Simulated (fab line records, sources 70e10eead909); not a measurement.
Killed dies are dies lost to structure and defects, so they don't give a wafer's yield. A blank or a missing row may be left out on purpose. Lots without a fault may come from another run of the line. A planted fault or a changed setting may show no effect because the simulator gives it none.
Which tool did it? | flow nand_harc | 11 lots, 33 wafers sampled, at 5 steps of a route of 1302

WHAT THE GAUGES READ, wafer by wafer
NHARC_A_CONTACT_CD_MEAS_15.
lot  | measured     | on        | cd_nm (nm)
L799 | day 22 23:23 | cd_sem-01 | 189.8 189.4 190.0
L800 | day 23 05:48 | cd_sem-03 | 189.6 190.7 190.4
L803 | day 24 03:46 | cd_sem-03 | 188.7 188.1 188.4
L806 | day 26 07:34 | cd_sem-03 | 189.9 189.0 189.6
L811 | day 28 03:26 | cd_sem-02 | 190.6 190.2 189.6
L812 | day 28 16:05 | cd_sem-02 | 189.9 190.0 189.2
L814 | day 28 18:47 | cd_sem-02 | 188.9 188.8 190.1
L815 | day 29 22:02 | cd_sem-02 | 190.0 189.2 188.6
L818 | day 30 13:33 | cd_sem-01 | 189.4 190.0 189.9
L819 | day 31 11:48 | cd_sem-03 | 190.9 190.2 190.2
L820 | day 31 18:37 | cd_sem-03 | 190.0 189.7 189.3

NHARC_END_SORT_01.
lot  | measured     | on        | killed_at_array | killed_at_other | killed_at_periphery | killed_dies | killed_open | killed_short
L811 | day 30 01:54 | prober-01 | 669 671 673     | 4 1 0           | 4 5 4               | 677 677 677 | 4 1 5       | 1 2 3
L812 | day 30 19:53 | prober-02 | 672 673 671     | 0 0 2           | 5 4 4               | 677 677 677 | 6 7 6       | 4 4 1
L814 | day 30 18:16 | prober-01 | 674 674 675     | 2 2 0           | 1 1 2               | 677 677 677 | 1 6 4       | 0 3 3

WHICH TOOL RAN EACH LOT (tool, then ch and the chambers of the sampled wafers, then the start)
lot  | NHARC_A_CONTACT_ETCH_92            | NHARC_A_CONTACT_STRIP_26                      | NHARC_A_BLC_ETCH_16
L799 | rie_diel-04 ch 0,3, day 22 23:08   | rie_diel-04 ch 0,2,3, day 23 02:43 or earlier | rie_diel-07 ch 0,1,3, day 23 02:43
L800 | rie_diel-13 ch 0,2, day 23 05:35   | rie_diel-11 ch 0,1,3, day 23 09:51 or earlier | rie_diel-06 ch 0,1,3, day 23 09:51
L803 | rie_diel-13 ch 0,1,3, day 24 03:34 | rie_diel-04 ch 1,2,3, day 24 06:59 or earlier | rie_diel-06 ch 0,1,2, day 24 06:59
L806 | rie_diel-13 ch 0,1,3, day 26 07:20 | rie_diel-04 ch 0,1,2, day 26 10:47 or earlier | rie_diel-06 ch 0,2,3, day 26 10:47
L811 | rie_diel-04 ch 1,2,3, day 28 03:15 | rie_diel-04 ch 0,2,3, day 28 06:43 or earlier | rie_diel-06 ch 0,1,3, day 28 06:43
L812 | rie_diel-04 ch 1,2, day 28 15:25   | rie_diel-04 ch 0,1,3, day 28 19:22 or earlier | rie_diel-03 ch 1,2, day 28 19:22
L814 | rie_diel-13 ch 1,2,3, day 28 18:35 | rie_diel-13 ch 0,1, day 28 21:59 or earlier   | rie_diel-07 ch 1,2, day 28 21:59
L815 | rie_diel-04 ch 1,2,3, day 29 21:50 | rie_diel-11 ch 0,1,2, day 30 02:01 or earlier | rie_diel-07 ch 0,1,2, day 30 02:01
L818 | rie_diel-11 ch 0,1,3, day 30 13:21 | rie_diel-11 ch 0,2, day 30 16:51 or earlier   | rie_diel-03 ch 0,1,2, day 30 16:51
L819 | rie_diel-13 ch 0,1,2, day 31 11:37 | rie_diel-04 ch 2,3, day 31 15:02 or earlier   | rie_diel-07 ch 0,2, day 31 15:02
L820 | rie_diel-04 ch 0,1,2, day 31 18:25 | rie_diel-04 ch 0,1,3, day 31 21:56 or earlier | rie_diel-07 ch 1,2,3, day 31 21:56
- NHARC_A_CONTACT_ETCH_92: etches the open film in CH3F/O2, target depth 40 nm, time 85.7 s.
- NHARC_A_CONTACT_STRIP_26: strips in O2.
- NHARC_A_BLC_ETCH_16: etches the open film in CF4, target depth 39 nm, time 65 s.

WHAT THE TOOLS THEMSELVES READ (means of the sampled wafers that have a number; where no wafer has one, the mark that the record gives instead)
NHARC_A_CONTACT_ETCH_92.
lot  | tool        | bias_w (W) | ch3f_flow_sccm (sccm) | drypump_motor_current_A (A) | mfc_ar_sccm (sccm) | oes_product_au (a.u.) | rf_vpp_V (V) | showerhead_plenum_p_Torr (Torr) | throttle_valve_pct (%)
L799 | rie_diel-04 | 99.77      | 50.04                 | 5.6                         | 199.8              | 0.93                  | 243.3        | 2.41                            | 20.664
L800 | rie_diel-13 | 100.23     | 50.02                 | 5.9                         | 200.2              | 1.00                  | 242.5        | 2.36                            | 20.671
L803 | rie_diel-13 | 99.88      | 49.98                 | 5.5                         | 199.9              | 0.92                  | 244.8        | 2.46                            | 20.661
L806 | rie_diel-13 | 99.91      | 49.97                 | 5.5                         | 200.4              | 1.00                  | 244.4        | 2.46                            | 20.672
L811 | rie_diel-04 | 99.93      | 49.99                 | 5.5                         | 200.6              | 1.00                  | 243.7        | 2.39                            | 20.670
L812 | rie_diel-04 | 99.93      | 50.05                 | 5.5                         | 200.0              | 0.94                  | 243.4        | 2.39                            | 20.664
L814 | rie_diel-13 | 99.88      | 49.98                 | 5.2                         | 200.0              | 0.92                  | 243.9        | 2.43                            | 20.664
L815 | rie_diel-04 | 100.16     | 50.07                 | 5.5                         | 199.4              | 0.94                  | 243.8        | 2.39                            | 20.654
L818 | rie_diel-11 | 100.20     | 50.03                 | 6.2                         | 200.3              | 1.00                  | 245.6        | 2.53                            | 20.670
L819 | rie_diel-13 | 99.83      | 49.91                 | 5.6                         | 200.0              | 0.92                  | 243.0        | 2.35                            | 20.662
L820 | rie_diel-04 | 100.11     | 49.92                 | 5.4                         | 200.2              | 0.92                  | 244.0        | 2.37                            | 20.663

NHARC_A_CONTACT_STRIP_26.
lot  | tool        | drypump_motor_current_A (A) | mfc_ar_sccm (sccm) | oes_product_au (a.u.) | rf_vpp_V (V) | showerhead_plenum_p_Torr (Torr) | throttle_valve_pct (%)
L799 | rie_diel-04 | 5.6                         | 0.007              | 1.008                 | 57.8         | 3.48                            | 17.037
L800 | rie_diel-11 | 6.2                         | 0.000              | 0.992                 | 58.4         | 3.65                            | 17.034
L803 | rie_diel-04 | 5.5                         | 0.007              | 0.999                 | 57.5         | 3.44                            | 17.045
L806 | rie_diel-04 | 5.5                         | 0.000              | 1.004                 | 57.2         | 3.41                            | 17.044
L811 | rie_diel-04 | 5.6                         | 0.007              | 0.997                 | 58.4         | 3.47                            | 17.035
L812 | rie_diel-04 | 5.4                         | 0.007              | 0.994                 | 57.7         | 3.42                            | 17.022
L814 | rie_diel-13 | 5.4                         | 0.000              | 0.993                 | 56.9         | 3.40                            | 17.038
L815 | rie_diel-11 | 5.9                         | 0.000              | 1.001                 | 57.4         | 3.50                            | 17.044
L818 | rie_diel-11 | 5.8                         | 0.000              | 1.005                 | 58.4         | 3.58                            | 17.040
L819 | rie_diel-04 | 5.7                         | 0.007              | 1.000                 | 58.0         | 3.48                            | 17.026
L820 | rie_diel-04 | 5.5                         | 0.007              | 0.998                 | 57.8         | 3.41                            | 17.034

NHARC_A_BLC_ETCH_16.
lot  | tool        | bias_w (W) | cf4_flow_sccm (sccm) | drypump_motor_current_A (A) | mfc_ar_sccm (sccm) | oes_product_au (a.u.) | rf_vpp_V (V) | showerhead_plenum_p_Torr (Torr) | throttle_valve_pct (%)
L799 | rie_diel-07 | 100.20     | 150.7                | 5.7                         | 0.009              | 1.008                 | 150.3        | 1.73                            | 13.292
L800 | rie_diel-06 | 100.02     | 150.2                | 5.6                         | 0.006              | 0.996                 | 152.1        | 1.82                            | 13.281
L803 | rie_diel-06 | 100.07     | 150.2                | 5.5                         | 0.018              | 0.992                 | 152.0        | 1.79                            | 13.284
L806 | rie_diel-06 | 99.84      | 149.6                | 5.8                         | 0.012              | 0.995                 | 152.4        | 1.85                            | 13.290
L811 | rie_diel-06 | -          | -                    | -                           | -                  | -                     | -            | -                               | -
L812 | rie_diel-03 | -          | -                    | -                           | -                  | -                     | -            | -                               | -
L814 | rie_diel-07 | -          | -                    | -                           | -                  | -                     | -            | -                               | -
L815 | rie_diel-07 | 100.16     | 149.7                | 6.1                         | 0.001              | 1.005                 | 151.5        | 1.73                            | 13.279
L818 | rie_diel-03 | 100.05     | 149.9                | 5.3                         | 0.007              | 0.997                 | 150.9        | 1.78                            | 13.282
L819 | rie_diel-07 | 100.00     | 150.2                | 6.0                         | 0.000              | 1.006                 | 150.4        | 1.70                            | 13.284
L820 | rie_diel-07 | 100.09     | 149.8                | 6.0                         | 0.009              | 1.004                 | 151.6        | 1.74                            | 13.293

THE ANSWER, worked out from the rows above alone
Rule: what is usual is taken from the lots themselves. Put in order of their means at a reading, lots are off if they are a third of the lots or fewer, leave a main group of 4 or more, and stand apart from it by a gap of 3 or more times the standard deviation of the main group's means; of several such gaps the widest counts. A main group whose means are all the same, to the digits that the tables above print for the reading, isn't used. A lot without any number at a reading at which 4 lots or more have one is off too. The other lots that the step has rows for count as sound. The gauges are gone through in route order, then the tools' own readings, and for those a lot's mean is taken as printed above. The first step at which some lot is off is used, and at that step the reading that is off furthest; a lot without a number counts as furthest.
Off: L811, L812, L814, at NHARC_A_BLC_ETCH_16 (bias_w). Without a number there: L811, L812, L814. The main group: mean 100.05 W, standard deviation 0.1.
A tool fits if, at that step or a process step before it, it ran every lot that is off, and no sound lot after the first of them. NHARC_A_CONTACT_STRIP_26 gives no start for some lots, so the hours and the order of its lots are those of NHARC_A_BLC_ETCH_16. None of those tried fits.

WHAT THE SIMULATOR HAD PUT IN
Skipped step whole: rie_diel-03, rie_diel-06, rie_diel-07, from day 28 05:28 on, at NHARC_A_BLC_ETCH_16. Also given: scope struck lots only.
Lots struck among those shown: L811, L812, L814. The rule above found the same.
